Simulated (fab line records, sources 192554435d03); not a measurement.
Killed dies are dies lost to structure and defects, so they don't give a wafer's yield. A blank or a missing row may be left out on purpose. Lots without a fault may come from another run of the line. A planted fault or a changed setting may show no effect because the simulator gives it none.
Chamber matching | flow n5_finfet | N5_BEOL_M6_DESCUM_16 on rie_diel-02: 4 sister chambers
The step chemistry O2, time 7.9 s. 18 wafers are shown with their chamber, then 9 later ones without.

WAFERS WITH THEIR CHAMBER
wafer  | chamber | drypump_motor_current_A (A) | showerhead_plenum_p_Torr (Torr) | throttle_valve_pct (%)
L074.3 | 1       | 6.3                         | 2.06                            | 20.2
L074.5 | 1       | 6.3                         | 2.05                            | 20.2
L074.6 | 2       | 5.1                         | 2.10                            | 21.0
L076.3 | 2       | 5.1                         | 2.09                            | 21.0
L076.4 | 1       | 6.3                         | 2.05                            | 20.2
L076.6 | 3       | 5.9                         | 2.11                            | 20.8
L077.2 | 2       | 5.1                         | 2.09                            | 21.0
L077.5 | 1       | 6.2                         | 2.05                            | 20.2
L077.6 | 2       | 5.1                         | 2.09                            | 21.0
L079.1 | 3       | 5.9                         | 2.10                            | 20.8
L079.3 | 1       | 6.3                         | 2.05                            | 20.2
L079.5 | 0       | 6.5                         | 2.20                            | 20.4
L088.1 | 3       | 5.9                         | 2.09                            | 20.8
L088.3 | 1       | 6.3                         | 2.04                            | 19.8
L088.5 | 1       | 6.2                         | 2.04                            | 19.8
L090.2 | 3       | 5.9                         | 2.09                            | 20.8
L090.5 | 0       | 6.5                         | 2.19                            | 20.4
L090.6 | 1       | 6.2                         | 2.04                            | 19.8

SIGNATURES (means of the wafers above)
reading                  | chamber 0 | chamber 1 | chamber 2 | chamber 3 | scatter within a chamber
drypump_motor_current_A  | 6.500     | 6.263     | 5.100     | 5.900     | 0.0366
showerhead_plenum_p_Torr | 2.1950    | 2.0475    | 2.0925    | 2.0975    | 0.00732
throttle_valve_pct       | 20.400    | 20.050    | 21.000    | 20.800    | 0.146
Rule: a wafer's distance from a chamber is the root of the sum, over the readings, of the square of ((its reading less the chamber's mean) divided by the reading's scatter). The wafer belongs to the nearest chamber; if the next one is less than 2 further off, it can't be placed. The scatter: the root of (the sum of the squares of (reading less its chamber's mean) over the shown wafers, divided by (wafers less chambers)).

WAFERS WITHOUT THEIR CHAMBER
wafer  | drypump_motor_current_A (A) | showerhead_plenum_p_Torr (Torr) | throttle_valve_pct (%)
L093.2 | 6.3                         | 2.04                            | 19.8
L093.4 | 5.9                         | 2.09                            | 20.8
L093.5 | 5.9                         | 2.09                            | 20.8
L094.1 | 6.5                         | 2.18                            | 20.4
L094.2 | 6.3                         | 2.04                            | 19.8
L094.3 | 5.1                         | 2.08                            | 21.0
L097.1 | 5.1                         | 2.08                            | 21.0
L097.3 | 6.3                         | 2.04                            | 19.8
L097.5 | 6.3                         | 2.04                            | 19.8

WHICH CHAMBER EACH WENT THROUGH
wafer  | from the rows above | in truth
L093.2 | 1                   | 1
L093.4 | 3                   | 3
L093.5 | 3                   | 3
L094.1 | 0                   | 0
L094.2 | 1                   | 1
L094.3 | 2                   | 2
L097.1 | 2                   | 2
L097.3 | 1                   | 1
L097.5 | 1                   | 1
Placed correctly: 9 of 9. Can't be placed from these rows: 0. Placed wrongly: 0.
